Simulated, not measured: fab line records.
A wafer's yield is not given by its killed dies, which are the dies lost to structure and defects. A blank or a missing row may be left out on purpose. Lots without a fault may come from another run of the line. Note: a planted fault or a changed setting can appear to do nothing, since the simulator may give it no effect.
Struck lot and sound lot, side by side    flow n5-finfet    15 steps out of a route of 1938
Sound: the wafers L937.2, L937.3, L937.4. Struck: wafer L932.5. (L932.6 of the same lot was not struck and is left out.) The cause comes at the end.
At each step with rows: each side's tool, then ch and its chambers, then its first start. Under that, the readings that differ: sound wafers    struck wafers    difference of the means    sigmas: that difference in standard deviations of wafers without a fault.
alike: readings whose means differ by less than 2 such deviations, and words and numbers that are the same on both sides. not compared: withheld readings, readings that some wafer has no value for, bounds like >300 that may hide the same value, and numbers for which the record gives no deviation and whose values overlap.
Wherever a step has rows on one side only, a row that says differs or no value, or a row with sigmas, the two part there. Numbers that don't overlap but have no deviation are shown without sigmas and don't part them. A reading that every wafer of one side lacks parts them only if that side has two wafers or more.

N5_BEOL_M7_TRENCH_ETCH_37: etches SiCOH lowk in C4F6/O2, target depth 93.478 nm, time 31.2 s.
  sound on rie-diel-05 ch 0,1,3; struck on rie-diel-03 ch 1
reading       sound        struck  difference  sigmas
rf-vpp-V (V)  650 677 676  636     -32         -2
  alike: drypump-motor-current-A, mfc-ar-sccm, oes_f_703_au, oes-product-au, showerhead-plenum-p-Torr, throttle-valve-pct
  not compared: rf-hours-counter-h
N5_BEOL_M7_ETCH_41: etches SiCN in CH3F/O2, target depth 31.9 nm, time 57.8 s.
  sound on rie-diel-05 ch 0,1,3; struck on rie-diel-03 ch 1
  alike: drypump-motor-current-A, mfc-ar-sccm, oes-product-au, rf-vpp-V, showerhead-plenum-p-Torr, throttle-valve-pct
  not compared: rf-hours-counter-h
then, 1 step without rows for these wafers: N5_BEOL_M7_STRIP_80 (strips in N2/H2, time 10 s).
N5_BEOL_M7_OCD_MEAS_38:
  sound on ocd-02, day 14 18:58; struck on ocd-02, day 13 12:32
reading               sound           struck  difference  sigmas
trench-depth-nm (nm)  91.8 93.3 92.1  96.4    +4.0        +2
then, 4 steps without rows for these wafers: N5_BEOL_M7_HM_STRIP_39 (strips TiN in peroxide tin strip, target depth 25 nm, time 158 s); N5_BEOL_M7_SRD_40 (time 30 s); N5_BEOL_M7_PRECLEAN_42 (cleans in residue remover, time 60 s); N5_BEOL_M7_SRD_43 (time 30 s).
N5_BEOL_M7_CD_MEAS_35: the cd target is 40 nm.
  sound on cd-sem-01, day 14 19:07; struck on cd-sem-02, day 13 12:41
  alike: cd-nm
N5_BEOL_M7_CURE_75: cures SiCOH lowk, time 120 s.
  sound on uv-cure-02 ch 0, day 14 19:13; struck on uv-cure-02 ch 0, day 13 12:55
reading             sound              struck  difference  sigmas
lamp-power-pct (%)  52.28 52.23 52.41  52.18   -0.13       -2
  alike: wafer_temp_C_max
then, 1 step without rows for these wafers: N5_BEOL_M7_DEGAS_44 (time 60 s).
N5_BEOL_M7_PRE_CLEAN_45: time 30 s.
  sound on pvd-sputter-01, day 14 19:31; struck on pvd-sputter-03, day 13 14:29
  alike: heater-power-w
N5_BEOL_M7_ALD_77: deposits TaN, target thk 2 nm, pulse time 2 s, purge time 3 s.
  sound on ald-metal-02 ch 0,3, day 14 19:35; struck on ald-metal-01 ch 0, day 13 14:40
reading     sound     struck  difference  sigmas
ald-cycles  40 40 40  43      +3          
  alike: heater-power-w
N5_BEOL_M7_SURFACE_TREAT_79:
  sound on pvd-sputter-01, day 14 20:04; struck on pvd-sputter-03, day 13 14:54
  not compared: throttle-valve-pct
-- here the record skips 4 days between the struck wafers' starts before and after, leaving off in module BEOL_M7 and picking up in module PASSIVATION (first step shown: number 1936 of the route) --
N5_PASSIVATION_PROBE_49:
  sound on prober-01, day 18 10:49; struck on prober-02, day 17 07:17
reading          sound   struck  difference  sigmas
killed_at_M4_up  9 9 10  32      +23         +4
  alike: defect-limited-yield, killed_at_M0_to_M3, killed-at-contacts, killed-at-front-end, killed-at-other, killed-dies, killed-on-rim, killed-open, killed-short, sort_bin_5_function, sort_bin_6_memory, sort_bin_8_speed, sort-n-pass, sort-yield-pct

## WHERE THEY PART
Earliest at N5_BEOL_M7_TRENCH_ETCH_37; latest, in this record, at N5_PASSIVATION_PROBE_49.

WHY: what the simulator had put in
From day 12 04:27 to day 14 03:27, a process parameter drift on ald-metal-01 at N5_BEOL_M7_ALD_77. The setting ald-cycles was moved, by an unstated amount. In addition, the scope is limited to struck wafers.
